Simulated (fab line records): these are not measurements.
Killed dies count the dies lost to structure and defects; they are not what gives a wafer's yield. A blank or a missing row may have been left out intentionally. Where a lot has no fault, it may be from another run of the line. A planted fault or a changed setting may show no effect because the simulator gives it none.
fab line records	flow nandHarc
record lots=7	wafers=21	lastDay=33
route steps=1302 shown A_CHANNEL_HOLE_D1@464 A_CHANNEL_FILL_D1@490 END@1302
lots untouched by any fault: they come from a run of this same line in which no faults occurred
startH: start of the lot's first displayed wafer, in hours after the record's first day	waitH: time in hours since the lot's previous step	" unchanged from the row above	L1.1+2: a row that stands for several wafers	- value missing, or start not given	* or withheld: withheld	< > ~ a bound
route shown NAME@n: names a module that has steps shown in the file, with the first one's number in the route	usual: average and standard deviation across the fault-free wafers	same: alike in all rows	chamber/n: place in a boat	sites: per-site readings	_std_site: the values' standard deviation	_edge_site: inner sites' mean taken away from outer sites' mean	radiusMm: for every site, how far away it sits from the centre of the wafer	mask NAME#n: copy n	behind: tool/chamber where the wafer was last shaped	hold: the reason the lot was held/the length of the hold in hours/how it ended	device: names the non-switching transistor (n, p or np)	end of line: the same wafers' tests at the end of the route	for a step that has no rows: nothing shown but its recipe	killed: not the wafer's yield, but the dies lost to structure and defects at the first sort	map: dies across one wafer; x = killed, . = not, _ = none there
set.NAME: the setting that was run; set.NAME@STEP: the one run at that earlier step	model.NAME: the simulator's own value behind a step, which no gauge read
lots at selected steps of the route; one table per step, one row per wafer
services: when a tool's chamber went out of use (startH, in hours from the record's first day, below 0 if earlier), for how many hours, and the reason
## steps
# step NHARC_A_CHANNEL_HOLE_D1_INSPECT_12
# usual rawDefectCount=5.3/2.6
lot.wafer	tool	chamber	startH	waitH	rawDefectCount
L154.4	defectInspect-01	-	213.28	0.0	0
L154.5	"	-	"	"	7
L154.6	"	-	"	"	1
L160.3	defectInspect-02	-	273.46	0.0	6
L160.5	"	-	"	"	7
L160.6	"	-	"	"	4
L165.1	defectInspect-02	-	316.40	0.0	8
L165.2	"	-	"	"	7
L165.4	"	-	"	"	5
L166.1	defectInspect-01	-	336.42	0.0	6
L166.3	"	-	"	"	9
L166.6	"	-	"	"	4
L167.1	defectInspect-01	-	345.36	0.0	5
L167.3	"	-	"	"	5
L167.4	"	-	"	"	8
L169.2	defectInspect-01	-	355.73	0.0	7
L169.3	"	-	"	"	0
L169.5	"	-	"	"	6
L174.1	defectInspect-02	-	410.03	0.0	9
L174.2	"	-	"	"	4
L174.5	"	-	"	"	10
# step NHARC_A_CHANNEL_HOLE_D1_DESCUM_15
# recipe timeS=3	o2FlowSccm=200	arFlowSccm=0	biasPowerW=0	chemistry=O2
# step NHARC_A_CHANNEL_HOLE_D1_ETCH_38
# recipe targetDepthA=390	overEtchFrac=0.3	timeS=65	ionEnergyEv=80	cf4FlowSccm=150	arFlowSccm=0	rfW=300	biasW=100	chemistry=CF4
# step NHARC_A_CHANNEL_HOLE_D1_ETCH_39
# recipe targetDepthA=2600	overEtchFrac=0.3	timeS=325	ionEnergyEv=200	n2FlowSccm=150	h2FlowSccm=150	arFlowSccm=0	rfW=400	biasW=150	chemistry=N2/H2
# usual drypumpMotorCurrentA=5.8/0.48	n2FlowSccm=150.0/0.44	oesProductAu=1.002/0.009	rfVppV=430.1/2.1	showerheadPlenumPTorr=2.02/0.067	throttleValvePct=14.172/0.0094
lot.wafer	tool	chamber	startH	waitH	drypumpMotorCurrentA	n2FlowSccm	oesProductAu	rfHoursCounterH	rfVppV	showerheadPlenumPTorr	throttleValvePct
L154.4	rieDiel-09	3	-	-	5.6	150.1	0.991	16	432.1	2.11	14.166
L154.5	"	3	"	"	5.6	149.6	1.006	-	432.3	2.11	14.175
L154.6	"	0	"	"	5.2	149.8	1.008	-	430.1	2.02	14.162
L160.3	rieDiel-08	2	-	-	6.0	149.9	1.003	6	429.5	2.01	14.172
L160.6	"	1	"	"	6.5	149.9	0.999	-	428.1	1.96	14.160
L160.5	"	2	"	"	5.9	150.0	0.998	-	430.4	2.01	14.169
L165.2	rieDiel-08	1	-	-	6.5	149.4	1.000	11	428.2	1.96	14.170
L165.1	"	2	"	"	5.9	149.6	1.002	10	429.5	2.01	14.167
L165.4	"	3	"	"	5.7	150.7	0.996	10	431.8	2.11	14.184
L166.3	rieDiel-08	1	-	-	6.5	149.8	1.003	12	427.5	1.96	14.178
L166.1	"	2	"	"	5.9	150.1	1.011	12	429.0	2.00	14.180
L166.6	"	1	"	"	6.5	150.1	1.001	-	427.2	1.96	14.178
L167.1	rieDiel-08	3	-	-	5.7	150.6	1.010	12	432.4	2.11	14.164
L167.3	"	0	"	"	5.1	149.9	1.012	12	429.6	1.98	14.164
L167.4	"	1	"	"	6.6	149.5	0.995	13	427.5	1.96	14.166
L169.2	rieDiel-08	3	-	-	5.7	150.0	1.017	14	431.6	2.11	14.166
L169.3	"	1	"	"	6.5	150.5	1.015	14	428.7	1.96	14.162
L169.5	"	0	"	"	5.0	150.2	1.020	-	428.7	1.98	14.164
L174.1	rieDiel-09	3	-	-	5.6	149.5	1.003	25	433.3	2.09	14.193
L174.2	"	1	"	"	6.0	151.0	0.991	25	433.1	2.12	14.177
L174.5	"	3	"	"	5.6	149.3	1.020	-	432.3	2.09	14.166
# step NHARC_A_CHANNEL_HOLE_D1_ETCH_34
# recipe targetDepthA=1540	timeS=77	cf4FlowSccm=100	chf3FlowSccm=30	arFlowSccm=0	rfW=500	biasW=200	chemistry=CF4/CHF3
# step NHARC_A_CHANNEL_HOLE_D1_ETCH_16
# recipe targetDepthA=31000	overEtchFrac=0.3	timeS=806	ionEnergyEv=150	o2FlowSccm=400	cosFlowSccm=20	arFlowSccm=0	rfW=500	biasW=300	chemistry=O2/COS
# usual drypumpMotorCurrentA=5.7/0.47	oesProductAu=1.000/0.0075	rfVppV=314.0/1.6	showerheadPlenumPTorr=3.11/0.095	throttleValvePct=28.329/0.0084
lot.wafer	tool	chamber	startH	waitH	drypumpMotorCurrentA	oesProductAu	rfHoursCounterH	rfVppV	showerheadPlenumPTorr	throttleValvePct
L154.4	rieDiel-09	1	-	-	6.0	0.999	14	316.0	3.27	28.323
L154.5	"	2	"	"	5.2	0.998	-	313.8	3.06	28.332
L154.6	"	3	"	"	5.6	1.004	-	315.7	3.22	28.336
L160.3	rieDiel-08	0	-	-	5.1	0.999	7	312.6	3.04	28.316
L160.6	"	2	"	"	6.0	1.003	-	313.6	3.08	28.330
L160.5	"	3	"	"	5.7	1.003	-	316.1	3.22	28.334
L165.2	rieDiel-08	3	-	-	5.7	0.986	10	316.5	3.22	28.314
L165.4	"	0	"	"	5.1	0.999	10	312.7	3.04	28.343
L165.1	"	1	"	"	6.5	0.987	11	312.1	3.01	28.326
L166.3	rieDiel-08	0	-	-	5.1	1.011	11	311.5	3.04	28.324
L166.1	"	3	"	"	5.7	0.998	12	316.6	3.22	28.341
L166.6	"	1	"	"	6.5	1.000	-	311.9	3.01	28.318
L167.1	rieDiel-08	0	-	-	5.1	1.018	12	313.5	3.04	28.334
L167.3	"	1	"	"	6.5	1.000	13	313.9	3.01	28.324
L167.4	"	2	"	"	6.0	1.004	13	312.1	3.07	28.337
L169.3	rieDiel-08	2	-	-	5.9	1.016	14	312.8	3.07	28.320
L169.2	"	1	"	"	6.5	1.000	15	313.1	3.01	28.337
L169.5	"	2	"	"	6.0	1.005	-	312.0	3.07	28.333
L174.1	rieDiel-09	2	-	-	5.2	0.991	26	312.1	3.03	28.332
L174.2	"	0	"	"	5.2	1.002	28	312.6	3.07	28.308
L174.5	"	2	"	"	5.2	1.007	-	312.5	3.03	28.330
# step NHARC_A_CHANNEL_HOLE_D1_CD_MEAS_18
# usual cdNm=98.4/2.5
lot.wafer	tool	chamber	startH	waitH	cdNm
L154.4	cdSem-02	-	214.45	-	94.8
L154.5	"	-	"	"	101.2
L154.6	"	-	"	"	96.6
L160.3	cdSem-03	-	274.63	-	100.7
L160.5	"	-	"	"	99.3
L160.6	"	-	"	"	93.3
L165.1	cdSem-01	-	317.57	-	100.4
L165.2	"	-	"	"	94.2
L165.4	"	-	"	"	96.7
L166.1	cdSem-02	-	337.61	-	103.3
L166.3	"	-	"	"	97.5
L166.6	"	-	"	"	95.8
L167.1	cdSem-02	-	346.54	-	97.4
L167.3	"	-	"	"	99.4
L167.4	"	-	"	"	94.3
L169.2	cdSem-01	-	356.90	-	93.9
L169.3	"	-	"	"	93.1
L169.5	"	-	"	"	97.3
L174.1	cdSem-02	-	411.66	-	100.5
L174.2	"	-	"	"	101.0
L174.5	"	-	"	"	99.8
# step NHARC_A_CHANNEL_HOLE_D1_ETCH_19
# recipe biasV=1200	sourceW=2500	pressureMtorr=15	timeS=34.5	arFlowSccm=375	c4f8FlowSccm=28.8	o2FlowSccm=96.2	tempC=-20	targetDepthA=*	chemistry=C4F8/O2/Ar
# step NHARC_A_CHANNEL_HOLE_D1_ETCH_20
# recipe biasV=3000	sourceW=withheld	pressureMtorr=20	timeS=361.9	arFlowSccm=375	c4f8FlowSccm=89.3	o2FlowSccm=35.7	tempC=-20	targetDepthA=16000	chemistry=C4F8/O2/Ar
# usual drypumpMotorCurrentA=5.9/0.31	showerheadPlenumPTorr=3.57/0.13	throttleValvePct=32.155/0.01
lot.wafer	tool	chamber	startH	waitH	drypumpMotorCurrentA	rfHoursCounterH	showerheadPlenumPTorr	throttleValvePct
L154.4	harEtch-01	1	217.24	0.2	6.2	-	3.56	32.166
L154.5	"	1	"	"	6.2	-	3.56	32.135
L154.6	"	0	"	"	5.7	-	3.72	32.174
L160.3	harEtch-01	0	278.67	0.2	5.7	-	3.71	32.154
L160.6	"	0	"	"	5.7	-	3.71	32.148
L160.5	"	1	"	"	6.2	-	3.54	32.161
L165.1	harEtch-02	0	317.76	0.1	5.6	375	3.41	32.150
L165.2	"	1	"	"	6.3	375	3.43	32.149
L165.4	"	1	"	"	6.2	-	3.43	32.154
L166.1	harEtch-01	1	337.85	0.1	6.2	168	3.53	32.142
L166.3	"	1	"	"	6.2	-	3.52	32.153
L166.6	"	1	"	"	6.2	-	3.52	32.160
L167.1	harEtch-01	1	348.71	0.1	6.3	175	3.52	32.167
L167.3	"	0	"	"	5.7	-	3.68	32.160
L167.4	"	1	"	"	6.3	-	3.52	32.170
L169.2	harEtch-01	1	357.08	0.1	6.2	183	3.52	32.150
L169.3	"	1	"	"	6.2	-	3.52	32.151
L169.5	"	0	"	"	5.7	-	3.68	32.155
L174.1	harEtch-01	1	411.85	0.1	6.2	218	3.50	32.137
L174.2	"	0	"	"	5.7	218	3.66	32.145
L174.5	"	0	"	"	5.6	-	3.66	32.156
# step NHARC_A_CHANNEL_HOLE_D1_ETCH_21
# recipe biasV=3000	sourceW=withheld	pressureMtorr=20	timeS=514.3	arFlowSccm=375	c4f8FlowSccm=89.3	o2FlowSccm=35.7	tempC=-20	targetDepthA=16000	chemistry=C4F8/O2/Ar
# usual drypumpMotorCurrentA=6.0/0.31	showerheadPlenumPTorr=3.57/0.13	throttleValvePct=32.155/0.0089
lot.wafer	tool	chamber	startH	waitH	drypumpMotorCurrentA	rfHoursCounterH	showerheadPlenumPTorr	throttleValvePct
L154.4	harEtch-01	1	217.60	0.3	6.2	-	3.56	32.172
L154.5	"	1	"	"	6.2	-	3.56	32.162
L154.6	"	0	"	"	5.7	-	3.72	32.156
L160.3	harEtch-01	0	279.02	0.3	5.7	-	3.71	32.166
L160.6	"	0	"	"	5.7	-	3.71	32.151
L160.5	"	1	"	"	6.2	-	3.54	32.165
L165.1	harEtch-02	0	318.07	0.3	5.5	375	3.41	32.144
L165.2	"	1	"	"	6.3	375	3.43	32.150
L165.4	"	1	"	"	6.2	-	3.43	32.159
L166.1	harEtch-01	1	338.19	0.3	6.2	168	3.52	32.152
L166.3	"	1	"	"	6.3	-	3.53	32.154
L166.6	"	1	"	"	6.2	-	3.53	32.153
L167.1	harEtch-01	1	349.05	0.3	6.2	176	3.52	32.166
L167.3	"	0	"	"	5.7	-	3.69	32.159
L167.4	"	1	"	"	6.2	-	3.52	32.140
L169.2	harEtch-01	1	357.40	0.3	6.3	183	3.52	32.146
L169.3	"	1	"	"	6.3	-	3.52	32.155
L169.5	"	0	"	"	5.7	-	3.68	32.163
L174.1	harEtch-01	1	412.17	0.3	6.2	218	3.50	32.158
L174.2	"	0	"	"	5.7	218	3.66	32.162
L174.5	"	0	"	"	5.7	-	3.66	32.155
# step NHARC_A_CHANNEL_HOLE_D1_ETCH_22
# recipe biasV=3000	sourceW=withheld	pressureMtorr=20	timeS=666.7	arFlowSccm=375	c4f8FlowSccm=89.3	o2FlowSccm=35.7	tempC=-20	targetDepthA=16000	chemistry=C4F8/O2/Ar
# usual drypumpMotorCurrentA=5.9/0.31	showerheadPlenumPTorr=3.57/0.13	throttleValvePct=32.156/0.0098
lot.wafer	tool	chamber	startH	waitH	drypumpMotorCurrentA	rfHoursCounterH	showerheadPlenumPTorr	throttleValvePct
L154.4	harEtch-01	1	218.09	0.4	6.2	-	3.56	32.162
L154.5	"	1	"	"	6.2	-	3.56	32.152
L154.6	"	0	"	"	5.7	-	3.72	32.147
L160.3	harEtch-01	0	279.51	0.4	5.7	-	3.71	32.150
L160.6	"	0	"	"	5.7	-	3.71	32.141
L160.5	"	1	"	"	6.2	-	3.54	32.148
L165.1	harEtch-02	0	318.51	0.4	5.5	375	3.41	32.164
L165.2	"	1	"	"	6.3	375	3.43	32.172
L165.4	"	1	"	"	6.3	-	3.43	32.157
L166.1	harEtch-01	1	338.65	0.4	6.2	169	3.52	32.142
L166.3	"	1	"	"	6.2	-	3.52	32.140
L166.6	"	1	"	"	6.3	-	3.52	32.167
L167.1	harEtch-01	1	349.51	0.4	6.2	176	3.52	32.153
L167.3	"	0	"	"	5.7	-	3.68	32.153
L167.4	"	1	"	"	6.2	-	3.52	32.156
L169.2	harEtch-01	1	357.83	0.4	6.2	184	3.52	32.169
L169.3	"	1	"	"	6.2	-	3.52	32.146
L169.5	"	0	"	"	5.7	-	3.68	32.150
L174.1	harEtch-01	1	412.61	0.4	6.2	219	3.50	32.150
L174.2	"	0	"	"	5.7	219	3.66	32.160
L174.5	"	0	"	"	5.6	-	3.66	32.170
# step NHARC_A_CHANNEL_HOLE_D1_ETCH_23
# recipe biasV=5000	sourceW=withheld	pressureMtorr=20	timeS=819	arFlowSccm=375	c4f8FlowSccm=89.3	o2FlowSccm=35.7	tempC=-20	targetDepthA=16000	chemistry=C4F8/O2/Ar
# step NHARC_A_CHANNEL_HOLE_D1_ETCH_24
# recipe biasV=5000	sourceW=withheld	pressureMtorr=20	timeS=906.2	arFlowSccm=375	c4f8FlowSccm=93.8	o2FlowSccm=31.2	tempC=-20	targetDepthA=15000	chemistry=C4F8/O2/Ar
# usual drypumpMotorCurrentA=5.9/0.31	showerheadPlenumPTorr=3.56/0.13	throttleValvePct=32.235/0.0093
lot.wafer	tool	chamber	startH	waitH	drypumpMotorCurrentA	rfHoursCounterH	showerheadPlenumPTorr	throttleValvePct
L154.4	harEtch-01	1	219.42	0.6	6.2	-	3.55	32.244
L154.5	"	1	"	"	6.2	-	3.55	32.233
L154.6	"	0	"	"	5.7	-	3.72	32.225
L160.3	harEtch-01	0	280.85	0.6	5.7	-	3.70	32.245
L160.6	"	0	"	"	5.7	-	3.70	32.244
L160.5	"	1	"	"	6.2	-	3.54	32.235
L165.1	harEtch-02	0	319.77	0.6	5.6	377	3.41	32.234
L165.2	"	1	"	"	6.3	377	3.42	32.238
L165.4	"	1	"	"	6.3	-	3.42	32.231
L166.1	harEtch-01	1	339.93	0.6	6.3	170	3.52	32.241
L166.3	"	1	"	"	6.2	-	3.52	32.228
L166.6	"	1	"	"	6.2	-	3.52	32.233
L167.1	harEtch-01	1	350.81	0.6	6.2	177	3.52	32.220
L167.3	"	0	"	"	5.7	-	3.68	32.222
L167.4	"	1	"	"	6.2	-	3.52	32.233
L169.2	harEtch-01	1	359.09	0.6	6.2	185	3.51	32.240
L169.3	"	1	"	"	6.2	-	3.51	32.226
L169.5	"	0	"	"	5.7	-	3.67	32.235
L174.1	harEtch-01	1	413.87	0.6	6.2	220	3.49	32.242
L174.2	"	0	"	"	5.7	220	3.66	32.248
L174.5	"	0	"	"	5.7	-	3.66	32.241
# step NHARC_A_CHANNEL_HOLE_D1_ETCH_25
# recipe biasV=5000	sourceW=withheld	pressureMtorr=20	timeS=1040.2	arFlowSccm=375	c4f8FlowSccm=93.8	o2FlowSccm=31.2	tempC=-20	targetDepthA=15000	chemistry=C4F8/O2/Ar
# step NHARC_A_CHANNEL_HOLE_D1_ETCH_26
# recipe biasV=300	sourceW=2000	pressureMtorr=30	timeS=224.1	arFlowSccm=375	c4f8FlowSccm=11.4	o2FlowSccm=113.6	tempC=-20	targetDepthA=3000	chemistry=C4F8/O2/Ar
# step NHARC_A_CHANNEL_HOLE_D1_ETCH_33
# recipe biasV=400	sourceW=2000	pressureMtorr=25	timeS=90	arFlowSccm=375	c4f8FlowSccm=41.7	o2FlowSccm=83.3	tempC=-20	targetDepthA=4000	chemistry=C4F8/O2/Ar
# step NHARC_A_CHANNEL_HOLE_D1_STRIP_41
# recipe n2FlowSccm=150	h2FlowSccm=150	arFlowSccm=0	biasW=0	chemistry=N2/H2
# step NHARC_A_CHANNEL_HOLE_D1_STRIP_42
# recipe cf4FlowSccm=100	chf3FlowSccm=30	arFlowSccm=0	biasW=0	chemistry=CF4/CHF3
# step NHARC_A_CHANNEL_HOLE_D1_STRIP_43
# recipe o2FlowSccm=400	cosFlowSccm=20	arFlowSccm=0	biasW=0	chemistry=O2/COS
# step NHARC_A_CHANNEL_HOLE_D1_ETCH_44
# recipe targetDepthA=1400	overetchA=140	timeS=77	ionEnergyEv=100	cf4FlowSccm=80	o2FlowSccm=20	arFlowSccm=0	rfW=300	biasW=100	chemistry=CF4/O2
# step NHARC_A_CHANNEL_HOLE_D1_STRIP_27
# recipe o2FlowSccm=500	arFlowSccm=0	biasW=0	chemistry=O2
# step NHARC_A_CHANNEL_HOLE_D1_PRECLEAN_28
# recipe timeS=*	tempC=50	bathAgeMin=0	chemistry=SC1
# step NHARC_A_CHANNEL_HOLE_D1_SRD_29
# step NHARC_A_CHANNEL_HOLE_D1_CD_MEAS_30
# usual cdNm=89.7/1.3
lot.wafer	tool	chamber	startH	waitH	cdNm
L154.4	cdSem-03	-	222.80	0.1	87.0
L154.5	"	-	"	"	90.2
L154.6	"	-	"	"	87.9
L160.3	cdSem-01	-	284.16	-	89.3
L160.5	"	-	"	"	91.0
L160.6	"	-	"	"	90.8
L165.1	cdSem-01	-	323.17	-	91.7
L165.2	"	-	"	"	91.3
L165.4	"	-	"	"	89.0
L166.1	cdSem-03	-	343.18	-	89.2
L166.3	"	-	"	"	89.9
L166.6	"	-	"	"	87.9
L167.1	cdSem-01	-	354.08	-	89.6
L167.3	"	-	"	"	87.4
L167.4	"	-	"	"	90.2
L169.2	cdSem-01	-	362.58	-	86.5
L169.3	"	-	"	"	89.6
L169.5	"	-	"	"	89.2
L174.1	cdSem-01	-	417.29	-	89.3
L174.2	"	-	"	"	89.9
L174.5	"	-	"	"	89.2
# step NHARC_A_CHANNEL_HOLE_D1_XSEM_31
# recipe landingEnergyEv=35000
# step NHARC_A_CHANNEL_HOLE_D1_INSPECT_40
# usual rawDefectCount=69/23
lot.wafer	tool	chamber	startH	waitH	rawDefectCount
L154.4	defectInspect-01	-	222.98	-	35
L154.5	"	-	"	"	37
L154.6	"	-	"	"	60
L160.3	defectInspect-02	-	284.33	-	47
L160.5	"	-	"	"	50
L160.6	"	-	"	"	47
L165.1	defectInspect-01	-	323.36	-	106
L165.2	"	-	"	"	116
L165.4	"	-	"	"	106
L166.1	defectInspect-02	-	343.36	-	1110
L166.3	"	-	"	"	1112
L166.6	"	-	"	"	1172
L167.1	defectInspect-02	-	354.27	-	1157
L167.3	"	-	"	"	62
L167.4	"	-	"	"	1184
L169.2	defectInspect-02	-	362.76	-	1129
L169.3	"	-	"	"	1136
L169.5	"	-	"	"	69
L174.1	defectInspect-02	-	417.48	-	55
L174.2	"	-	"	"	60
L174.5	"	-	"	"	82
# step NHARC_A_CHANNEL_FILL_D1_PRECLEAN_00
# recipe timeS=*	tempC=50	bathAgeMin=0	chemistry=SC1
# step NHARC_END_SORT_01
# recipe tempC=25
# usual killedAtArray=57/20	killedAtOther=1.3/1.4	killedAtPeriphery=3.4/2.4	killedDies=61/19	killedOpen=2.9/1.8	killedShort=2.5/1.6
# same grossDies=677
lot.wafer	tool	chamber	startH	waitH	killedAtArray	killedAtOther	killedAtPeriphery	killedDies	killedOpen	killedShort
L166.1	prober-02	0	711.84	2.5	132	0	2	134	6	2
L166.3	prober-02	0	713.45	3.1	134	0	2	136	1	2
L166.6	prober-02	0	715.87	4.0	135	0	2	137	4	5
L167.1	prober-02	0	734.48	2.5	143	1	2	146	4	2
L167.3	prober-02	0	736.07	3.1	72	1	8	81	6	3
L167.4	prober-02	0	736.87	3.4	124	4	2	130	5	1
L169.2	prober-01	0	735.19	2.8	121	1	4	126	1	5
L169.3	prober-01	0	735.98	3.1	114	2	5	121	2	2
# killed by level:class
L166.1 A_CHANNEL_HOLE_D1:unspecified=90 A_SLIT:chamberFilmFlake=24 A_CONTACT:chamberFilmFlake=5 A_STAIRCASE:chamberFilmFlake=2 A_SGD_CUT:chamberFilmFlake=2 P_M0:geometricParticle:open=1 A_ONON_D1:geometricParticle:open=1 A_CHANNEL_FILL_D1:geometricParticle:open=1
L166.3 A_CHANNEL_HOLE_D1:unspecified=91 A_SLIT:chamberFilmFlake=27 A_CONTACT:chamberFilmFlake=6 A_STAIRCASE:chamberFilmFlake=4 P_M0:chamberFilmFlake=2 A_ONON_D2:geometricParticle:short=1 A_SGD_CUT:geometricParticle:open=1 A_WL_FILL:geometricParticle:short=1
L166.6 A_CHANNEL_HOLE_D1:unspecified=87 A_SLIT:chamberFilmFlake=28 A_CONTACT:chamberFilmFlake=5 A_SGD_CUT:chamberFilmFlake=4 A_SOURCE_PLATE:geometricParticle:open=2 A_ONON_D2:geometricParticle:open=2 A_WL_FILL:chamberFilmFlake=2 P_CONTACT:geometricParticle:short=1
L167.1 A_CHANNEL_HOLE_D1:unspecified=89 A_SLIT:chamberFilmFlake=35 A_CONTACT:chamberFilmFlake=4 A_CHANNEL_HOLE_D2:chamberFilmFlake=3 A_STAIRCASE:chamberFilmFlake=2 A_SGD_CUT:chamberFilmFlake=2 A_BLC:chamberFilmFlake=2 P_M0:geometricParticle:open=1
L169.2 A_CHANNEL_HOLE_D1:unspecified=89 A_CHANNEL_HOLE_D2:chamberFilmFlake=21 A_SLIT:chamberFilmFlake=3 A_DECK1_JOINT:geometricParticle:short=2 A_CHANNEL_HOLE_D1:chamberFilmFlake=2 P_M0:geometricParticle:short=1 P_M2:geometricParticle:short=1 A_ONON_D2:geometricParticle:open=1
L169.3 A_CHANNEL_HOLE_D1:unspecified=89 A_CHANNEL_HOLE_D2:chamberFilmFlake=19 P_M2:chamberFilmFlake=2 A_SLIT:chamberFilmFlake=2 P_STI:geometricParticle:open=1 P_CONTACT:geometricParticle:open=1 A_WL_FILL:geometricParticle:short=1 P_STI:chamberFilmFlake=1
L167.3 A_SLIT:chamberFilmFlake=25 A_CHANNEL_HOLE_D2:chamberFilmFlake=23 A_BLC:chamberFilmFlake=5 P_STI:chamberFilmFlake=5 A_CHANNEL_HOLE_D1:chamberFilmFlake=5 A_CONTACT:chamberFilmFlake=3 A_CHANNEL_FILL_D2:geometricParticle:open=2 P_BONDPAD:chamberFilmFlake=2
L167.4 A_CHANNEL_HOLE_D1:unspecified=89 A_CHANNEL_HOLE_D2:chamberFilmFlake=22 A_SLIT:chamberFilmFlake=3 THIN_TSV:chamberFilmFlake=3 A_WL_FILL:geometricParticle:open=2 A_BLC:chamberFilmFlake=2 A_ONON_D1:geometricParticle:open=1 A_ONON_D1:geometricParticle:short=1
# map L166.6 (x killed, . not)
____________.____________
_________.....xx_________
_______.....x..x.x_______
______........xxxxx______
_____........x.xxx.._____
____........x...xx.x.____
____...........xxx..x____
___..........x.x.x....___
___...........x.xx....___
__...........xx.....x..__
__...............x.....__
_......................._
_......................._
_..x.x.................._
_......................._
_......................._
..x...x..................
...x.x...................
.xxxxxxx.................
xxxxxxxxxx...............
xxxxxxxxx...x......x.....
_xxxxxxxxx......x......._
_xxxxxxxx..............._
_xxxxxxxx..........x...._
_xxxxxxxx.x...........x._
_xxxxxxxx.........x....._
__xxxxxx...........x...__
__xxxxx......x.........__
___xxxx...........xx..___
___xxxx...............___
____x................____
____.................____
_____x.............._____
______.............______
_______..........._______
_________......._________
____________.____________
# map L167.1 (x killed, . not)
____________.____________
_________....xxx_________
_______.........xx_______
______......xxxxxxx______
_____.....x..xxxxxx._____
____..........x.xx.x.____
____.x........xxxxx..____
___.........xxxx.x....___
___..........xx...x...___
__..............x.x....__
__.............x.......__
_..................x...._
_....x............x....._
_......................._
_......................._
_...x..................._
....x....................
.xxxxxx..............x...
.xxxxxxx.................
.xxxxxxx..x..............
.xxxxxxx.................
_xxxxxxx................_
_xxxxxxx................_
_xxxxxxxx..............._
_xxxxxxxx..............._
_xxxxxxxxx.............._
__xxxxxxxx.............__
__xxxxxxx.x.......x....__
___xxx...x.........x.x___
___xxxxxx....xx....x..___
____..x..............____
____.................____
_____..............._____
______.............______
_______..........._______
_________......._________
____________.____________
## services
tool	chamber	startH	hours	kind
rieDiel-08	-	190.80	9.0	pm
rieDiel-08	0	190.80	9.0	ventCycle
rieDiel-08	1	190.80	9.0	ventCycle
rieDiel-08	2	190.80	9.0	ventCycle
rieDiel-08	3	190.80	9.0	ventCycle
rieDiel-08	0	199.80	-	clean
rieDiel-08	1	199.80	-	clean
rieDiel-08	2	199.80	-	clean
rieDiel-08	3	199.80	-	clean
rieDiel-08	0	224.32	-	clean
rieDiel-08	1	224.32	-	clean
rieDiel-08	2	224.32	-	clean
rieDiel-08	3	224.32	-	clean
rieDiel-09	-	246.98	0.6	repair
rieDiel-09	2	267.48	1.5	repair
rieDiel-09	-	271.26	0.3	repair
rieDiel-08	0	276.23	10.9	repair
rieDiel-09	3	302.68	8.3	repair
rieDiel-09	-	325.77	9.0	pm
rieDiel-08	2	346.67	1.5	repair
rieDiel-09	1	355.22	3.2	repair
rieDiel-08	-	367.80	9.0	pm
harEtch-02	-	380.62	17.0	pm
rieDiel-09	-	387.69	0.7	repair
## key
firstSign step=NHARC_A_CHANNEL_HOLE_D1_INSPECT_40	reading=rawDefectCount	direction=up	sigmas=46	usual=69	struck=1143
effect step=NHARC_END_SORT_01	reading=killedDies	direction=up	sigmas=3.7	usual=61	struck=133
moreKillsBornAt NHARC_A_CHANNEL_HOLE_D1_ETCH_24@harEtch-01=527
metAt NHARC_A_CHANNEL_HOLE_D1_ETCH_24
struckWafers L166.1,L166.3,L166.6,L167.1,L167.4,L169.2,L169.3
testerLeftOut L166,L167,L169
onsetBetween 280.85 339.93
fault kind=chamberParticleSource	tool=harEtch-01	chamber=1	onsetH=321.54	steps=NHARC_A_CHANNEL_HOLE_D1_ETCH_24	ratePerVisitCm2=1.6728	endH=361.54
# testerLeftOut: of these lots the tester's yield and bins aren't shown, on N5 and GAA mostly nor the transistor test; their killed dies are dies lost to structure and defects alone, not to doping, threshold or leakage, so they don't give the yield
